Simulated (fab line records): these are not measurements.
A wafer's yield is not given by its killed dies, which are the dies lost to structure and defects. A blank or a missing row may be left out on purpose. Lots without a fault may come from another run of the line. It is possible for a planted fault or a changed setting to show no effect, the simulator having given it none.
fab line records -- flow n5Finfet
[record] lots = 7, wafers = 19, lastDay = 17
route steps=1938 shown BEOL_M5@1162
lots with no fault: from the same line, run without faults
startH: start of the lot's first displayed wafer, in hours after the record's first day -- waitH: hours elapsed since this lot's preceding step -- " identical to the entry in the row above -- L1.1+2: one row covering several wafers at once -- - value missing, or start not given -- * or withheld: withheld -- < > ~ a bound
route shown NAME@n: NAME is a module with steps in the file, n the number in the route of the first one -- usual: mean and standard deviation over wafers with no fault -- same: alike in all rows -- chamber/n: place in a boat -- sites: the reading at each site -- _std_site: how widely they spread, as a standard deviation -- _edge_site: mean of outer sites minus mean of inner sites -- radiusMm: for every site, how far away it sits from the centre of the wafer -- mask NAME#n: copy n -- behind: the most recent tool/chamber to have shaped the wafer -- hold: what put the lot on hold/how long, in hours/how the hold closed -- device: whichever transistor did not switch (one of n, p or np) -- end of line: the tests these same wafers got at the end of their route -- a step given without rows: its recipe and nothing more -- killed: at the first sort, the dies lost to defects and structure; wafer yield is something else -- map: shows each die of a wafer: x if killed, . if not, _ if none is there
set.NAME: the setting as run; set.NAME@STEP: as run at that earlier step -- model.NAME: the simulator's own value behind a step, which no gauge read
certain route steps with their lots: each step a table, each wafer a row
services: a tool's chamber out of use, with start hour (startH, from the record's first day; less than 0 if before it), hours out, and reason
[[steps]]
[step N5_BEOL_M5_STRIP_91]
[recipe] chemistry = N2/H2, timeS = 10, powerW = 450, tempC = 40, pressureMtorr = 20, rfFrequencyHz = 6e+07, biasPowerW = 7, n2FlowSccm = 200, h2FlowSccm = 200
[usual] chamberPressureMTorr = 19.999/0.018, drypumpMotorCurrentA = 5.9/0.52, oesProductAu = 0.79/0.082, rfVppV = 59.2/0.86, showerheadPlenumPTorr = 2.57/0.085, throttleValvePct = 23.58/0.24
lot.wafer,tool,chamber,startH,waitH,chamberPressureMTorr,drypumpMotorCurrentA,oesProductAu,rfHoursCounterH,rfVppV,showerheadPlenumPTorr,throttleValvePct
L841.1,rieDiel-02,1,-,-,20.030,5.4,0.84,77,59.3,2.57,23.32
L841.2,rieDiel-02,2,-,-,20.011,6.6,0.88,37,60.5,2.60,23.57
L841.6,rieDiel-02,2,-,-,19.991,6.6,0.89,-,59.8,2.60,23.56
L840.1,rieDiel-02,1,-,-,20.015,5.4,0.83,78,59.2,2.57,23.30
L840.5,rieDiel-02,3,-,-,19.973,6.6,0.90,-,59.2,2.70,23.50
L842.1,rieDiel-04,3,-,-,20.019,5.8,0.98,11,59.2,2.62,23.15
L842.4,rieDiel-04,2,-,-,20.000,5.7,0.71,170,59.2,2.62,23.75
L845.1,rieDiel-04,0,-,-,19.973,5.6,0.70,206,58.1,2.49,23.78
L845.3,rieDiel-04,3,-,-,20.003,5.8,0.96,17,60.2,2.61,23.17
L845.5,rieDiel-04,1,-,-,19.978,6.3,0.71,-,58.7,2.62,23.26
L848.3,rieDiel-04,2,-,-,20.005,5.7,0.70,181,59.1,2.62,23.76
L848.4,rieDiel-04,1,-,-,20.021,6.3,0.72,216,59.8,2.62,23.27
L848.5,rieDiel-04,2,-,-,20.016,5.7,0.70,-,59.6,2.62,23.78
L851.2,rieDiel-04,2,-,-,20.001,5.7,0.69,189,60.5,2.61,23.78
L851.5,rieDiel-04,2,-,-,19.995,5.7,0.69,-,59.2,2.61,23.79
L851.6,rieDiel-04,3,-,-,20.012,5.7,0.92,-,58.5,2.61,23.16
L854.2,rieDiel-02,2,-,-,19.987,6.6,0.84,68,59.6,2.59,23.61
L854.3,rieDiel-02,3,-,-,20.019,6.6,0.84,73,59.8,2.69,23.54
L854.6,rieDiel-02,3,-,-,20.009,6.6,0.85,-,59.4,2.69,23.53
[step N5_BEOL_M5_OCD_MEAS_38]
[usual] trenchDepthNm = 71.4/1.3
lot.wafer,tool,chamber,startH,waitH,trenchDepthNm
L841.1,ocd-01,-,226.37,-,72.9
L841.2,ocd-01,-,226.37,-,72.6
L841.6,ocd-01,-,226.37,-,72.8
L840.1,ocd-02,-,227.79,-,72.8
L840.5,ocd-02,-,227.79,-,71.6
L842.1,ocd-02,-,236.93,-,74.7
L842.4,ocd-02,-,236.93,-,72.2
L845.1,ocd-02,-,256.18,-,70.9
L845.3,ocd-02,-,256.18,-,74.9
L845.5,ocd-02,-,256.18,-,71.3
L848.3,ocd-01,-,270.71,-,72.6
L848.4,ocd-01,-,270.71,-,71.7
L848.5,ocd-01,-,270.71,-,71.7
L851.2,ocd-01,-,294.39,-,71.3
L851.5,ocd-01,-,294.39,-,70.1
L851.6,ocd-01,-,294.39,-,73.9
L854.2,ocd-02,-,316.65,-,72.5
L854.3,ocd-02,-,316.65,-,73.0
L854.6,ocd-02,-,316.65,-,72.8
[step N5_BEOL_M5_HM_STRIP_39]
[recipe] chemistry = peroxideTinStrip, material = TiN, targetDepthA = 250, tempC = 50, timeS = 158
[step N5_BEOL_M5_SRD_40]
[recipe] timeS = 30, tempC = 23, rinseLiquid = diw, dry = ipaMarangoni
[step N5_BEOL_M5_PRECLEAN_42]
[recipe] chemistry = residueRemover, timeS = 60, tempC = 40
[step N5_BEOL_M5_SRD_43]
[recipe] timeS = 30, tempC = 23, rinseLiquid = diw, dry = ipaMarangoni
[step N5_BEOL_M5_CD_MEAS_35]
[recipe] targetCdNm = 28, targetCdYNm = 24, polarity = opening
[usual] cdNm = 27.9/0.36
lot.wafer,tool,chamber,startH,waitH,cdNm
L841.1,cdSem-03,-,226.53,0.0,27.7
L841.2,cdSem-03,-,226.53,0.0,28.2
L841.6,cdSem-03,-,226.53,0.0,28.1
L840.1,cdSem-02,-,227.95,0.0,28.3
L840.5,cdSem-02,-,227.95,0.0,27.3
L842.1,cdSem-03,-,237.08,0.0,27.8
L842.4,cdSem-03,-,237.08,0.0,27.9
L845.1,cdSem-01,-,256.33,0.0,27.3
L845.3,cdSem-01,-,256.33,0.0,28.1
L845.5,cdSem-01,-,256.33,0.0,27.7
L848.3,cdSem-01,-,270.86,0.0,27.8
L848.4,cdSem-01,-,270.86,0.0,27.4
L848.5,cdSem-01,-,270.86,0.0,27.5
L851.2,cdSem-03,-,294.54,0.0,27.5
L851.5,cdSem-03,-,294.54,0.0,27.5
L851.6,cdSem-03,-,294.54,0.0,27.6
L854.2,cdSem-03,-,316.81,0.0,27.6
L854.3,cdSem-03,-,316.81,0.0,28.4
L854.6,cdSem-03,-,316.81,0.0,28.1
[step N5_BEOL_M5_CURE_80]
[recipe] tempC = 370, timeS = 120, ambient = DMADMS/He, material = SiCOH_lowk
[usual] lampPowerPct = 52.32/0.052, wafer_temp_C_max = 371.9/0.93
lot.wafer,tool,chamber,startH,waitH,lampPowerPct,wafer_temp_C_max
L841.1,uvCure-01,2,226.57,0.0,52.38,371.1
L841.2,uvCure-01,2,226.57,0.0,52.39,371.3
L841.6,uvCure-01,2,226.57,0.0,52.35,371.3
L840.1,uvCure-01,2,227.99,0.0,52.37,371.2
L840.5,uvCure-01,2,227.99,0.0,52.22,370.8
L842.1,uvCure-01,2,237.12,0.0,52.34,371.6
L842.4,uvCure-01,2,237.12,0.0,52.27,371.0
L845.1,uvCure-03,2,256.56,0.2,52.27,372.6
L845.3,uvCure-03,2,256.56,0.2,52.29,372.3
L845.5,uvCure-03,2,256.56,0.2,52.32,373.0
L848.3,uvCure-03,2,271.10,0.2,52.25,374.3
L848.4,uvCure-03,2,271.10,0.2,52.20,373.5
L848.5,uvCure-03,2,271.10,0.2,52.28,372.6
L851.2,uvCure-03,0,294.64,0.1,52.36,371.4
L851.5,uvCure-03,0,294.64,0.1,52.28,371.2
L851.6,uvCure-03,0,294.64,0.1,52.38,371.1
L854.2,uvCure-03,1,316.90,0.1,52.25,372.2
L854.3,uvCure-03,1,316.90,0.1,52.31,373.6
L854.6,uvCure-03,1,316.90,0.1,52.28,373.0
[step N5_BEOL_M5_DEGAS_44]
[recipe] ambient = vacuum, tempC = 250, timeS = 60
[usual] heaterPowerW = 317/29, susceptorTempC = 250.00/0.18
lot.wafer,tool,chamber,startH,waitH,heaterPowerW,susceptorTempC
L841.1,pvdSputter-01,-,227.98,1.4,322,250.06
L841.2,pvdSputter-01,-,227.98,1.4,324,249.88
L841.6,pvdSputter-01,-,227.98,1.4,342,250.18
L840.1,pvdSputter-02,-,228.32,0.3,406,249.96
L840.5,pvdSputter-02,-,228.32,0.3,395,249.89
L842.1,pvdSputter-02,-,237.44,0.3,312,249.73
L842.4,pvdSputter-02,-,237.44,0.3,327,250.21
L845.1,pvdSputter-02,-,256.92,0.3,401,250.03
L845.3,pvdSputter-02,-,256.92,0.3,313,249.97
L845.5,pvdSputter-02,-,256.92,0.3,258,249.97
L848.3,pvdSputter-03,-,271.63,0.4,307,250.00
L848.4,pvdSputter-03,-,271.63,0.4,338,249.64
L848.5,pvdSputter-03,-,271.63,0.4,333,249.93
L851.2,pvdSputter-03,-,294.99,0.3,299,250.07
L851.5,pvdSputter-03,-,294.99,0.3,330,250.20
L851.6,pvdSputter-03,-,294.99,0.3,306,250.03
L854.2,pvdSputter-01,-,317.45,0.5,302,250.06
L854.3,pvdSputter-01,-,317.45,0.5,302,250.03
L854.6,pvdSputter-01,-,317.45,0.5,317,250.15
[step N5_BEOL_M5_PRE_CLEAN_45]
[recipe] gas = H2/He, timeS = 30, tempC = 250
[step N5_BEOL_M5_ALD_86]
[recipe] material = TaN, targetThkA = *, tempC = 275, aldPrecursorFamily = PDMAT, aldCoReactant = NH3, pressureTorr = 3, carrierFlowSccm = 1500, pulseTimeS = 2, purgeTimeS = 3, coReactantPurgeTimeS = 2, coReactantPulseTimeS = 3, aldCycles = 30, precursorVesselTempC = 75, precursorVesselPressureTorr = 26.25, precursorVesselCarrierSccm = 1000
[step N5_BEOL_M5_SURFACE_TREAT_87]
[recipe] gas = Ar, timeS = *, ionEnergyEv = *, ionCurrentMaCm2 = 0.5, pressureMtorr = *, arFlowSccm = 30
[usual] throttleValvePct = *
lot.wafer,tool,chamber,startH,waitH,throttleValvePct
L841.1,pvdSputter-01,-,228.32,0.1,*
L841.2,pvdSputter-01,-,228.32,0.1,*
L841.6,pvdSputter-01,-,228.32,0.1,*
L840.1,pvdSputter-03,-,228.66,0.1,*
L840.5,pvdSputter-03,-,228.66,0.1,*
L842.1,pvdSputter-03,-,237.82,0.2,*
L842.4,pvdSputter-03,-,237.82,0.2,*
L845.1,pvdSputter-01,-,257.39,0.2,*
L845.3,pvdSputter-01,-,257.39,0.2,*
L845.5,pvdSputter-01,-,257.39,0.2,*
L848.3,pvdSputter-01,-,272.03,0.2,*
L848.4,pvdSputter-01,-,272.03,0.2,*
L848.5,pvdSputter-01,-,272.03,0.2,*
L851.2,pvdSputter-02,-,295.41,0.2,*
L851.5,pvdSputter-02,-,295.41,0.2,*
L851.6,pvdSputter-02,-,295.41,0.2,*
L854.2,pvdSputter-01,-,317.79,0.1,*
L854.3,pvdSputter-01,-,317.79,0.1,*
L854.6,pvdSputter-01,-,317.79,0.1,*
[step N5_BEOL_M5_CVD_47]
[recipe] material = Co, targetThkA = 30, tempC = withheld, precursor = CCTBA/H2, pressureTorr = 30, timeS = 216
[usual] chamberPressureTorr = 29.99/0.06, runLengthS = 239.3/0.61
lot.wafer,tool,chamber,startH,waitH,chamberPressureTorr,runLengthS
L841.1,cvdCo-01,1,228.38,0.0,29.92,234.7
L841.2,cvdCo-01,2,228.38,0.0,30.04,238.8
L841.6,cvdCo-01,0,228.38,0.0,29.97,238.8
L840.1,cvdCo-01,2,228.80,0.1,29.92,235.1
L840.5,cvdCo-01,0,228.80,0.1,30.03,238.3
L842.1,cvdCo-01,1,238.00,0.2,30.05,235.4
L842.4,cvdCo-01,2,238.00,0.2,29.98,235.7
L845.1,cvdCo-02,0,257.47,0.1,30.02,240.6
L845.3,cvdCo-02,1,257.47,0.1,29.91,239.5
L845.5,cvdCo-02,0,257.47,0.1,29.95,240.3
L848.3,cvdCo-02,1,272.15,0.1,29.98,239.6
L848.4,cvdCo-02,2,272.15,0.1,29.90,238.8
L848.5,cvdCo-02,0,272.15,0.1,29.98,239.9
L851.2,cvdCo-02,1,295.47,0.0,30.06,239.8
L851.5,cvdCo-02,1,295.47,0.0,29.98,239.6
L851.6,cvdCo-02,2,295.47,0.0,29.95,238.5
L854.2,cvdCo-01,0,317.85,0.0,29.92,238.9
L854.3,cvdCo-01,2,317.85,0.0,30.09,239.3
L854.6,cvdCo-01,0,317.85,0.0,30.06,238.6
[step N5_BEOL_M5_SPUTTER_48]
[recipe] material = Cu, targetThkA = 150, tempC = -20, chamberPressurePa = 0.07, powerW = withheld, timeS = 27.62
[usual] susceptorTempC = -19.99/0.11, throttleValvePct = 30.0/1.3
lot.wafer,tool,chamber,startH,waitH,susceptorTempC,throttleValvePct
L841.1,pvdSputter-02,-,228.60,0.2,-19.95,28.4
L841.2,pvdSputter-02,-,228.60,0.2,-20.02,32.6
L841.6,pvdSputter-02,-,228.60,0.2,-20.12,29.2
L840.1,pvdSputter-03,-,228.95,0.1,-19.67,28.5
L840.5,pvdSputter-03,-,228.95,0.1,-19.99,30.9
L842.1,pvdSputter-01,-,238.20,0.1,-20.00,30.1
L842.4,pvdSputter-01,-,238.20,0.1,-19.88,30.6
L845.1,pvdSputter-01,-,257.63,0.1,-20.19,29.8
L845.3,pvdSputter-01,-,257.63,0.1,-20.06,30.4
L845.5,pvdSputter-01,-,257.63,0.1,-19.97,29.9
L848.3,pvdSputter-01,-,272.39,0.2,-20.03,30.6
L848.4,pvdSputter-01,-,272.39,0.2,-19.96,29.3
L848.5,pvdSputter-01,-,272.39,0.2,-20.05,29.2
L851.2,pvdSputter-02,-,295.72,0.2,-20.11,29.0
L851.5,pvdSputter-02,-,295.72,0.2,-19.88,30.9
L851.6,pvdSputter-02,-,295.72,0.2,-20.13,29.2
L854.2,pvdSputter-01,-,318.24,0.3,-20.03,30.5
L854.3,pvdSputter-01,-,318.24,0.3,-20.06,30.0
L854.6,pvdSputter-01,-,318.24,0.3,-19.94,29.5
[[services]]
tool,chamber,startH,hours,kind
cvdCo-02,-,215.16,6.9,pm
cvdCo-01,0,215.84,2.9,repair
cvdCo-02,-,228.18,3.4,repair
rieDiel-04,1,264.02,3.2,repair
rieDiel-02,1,266.25,1.6,repair
uvCure-03,-,278.67,7.5,pm
uvCure-01,-,293.82,5.0,pm
pvdSputter-01,-,297.03,20.4,repair
rieDiel-04,-,301.12,28.1,pm
cvdCo-02,1,301.85,14.9,repair
rieDiel-02,0,307.62,3.9,repair
[[key]]
[firstSign] step = N5_BEOL_M5_CVD_47, reading = runLengthS, direction = down, sigmas = 6.6, usual = *, struck = *
effect none on later readings
metAt N5_BEOL_M5_CVD_47
struckWafers L840.1,L841.1,L842.1,L842.4
[fault] kind = processParameterDrift, tool = cvdCo-01, chamber = -, onsetH = 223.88, steps = N5_BEOL_M5_CVD_47, channel = timeS, offset = *, shape = step, endH = 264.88, scope = struckWafersOnly, actsIn = *, stated = *
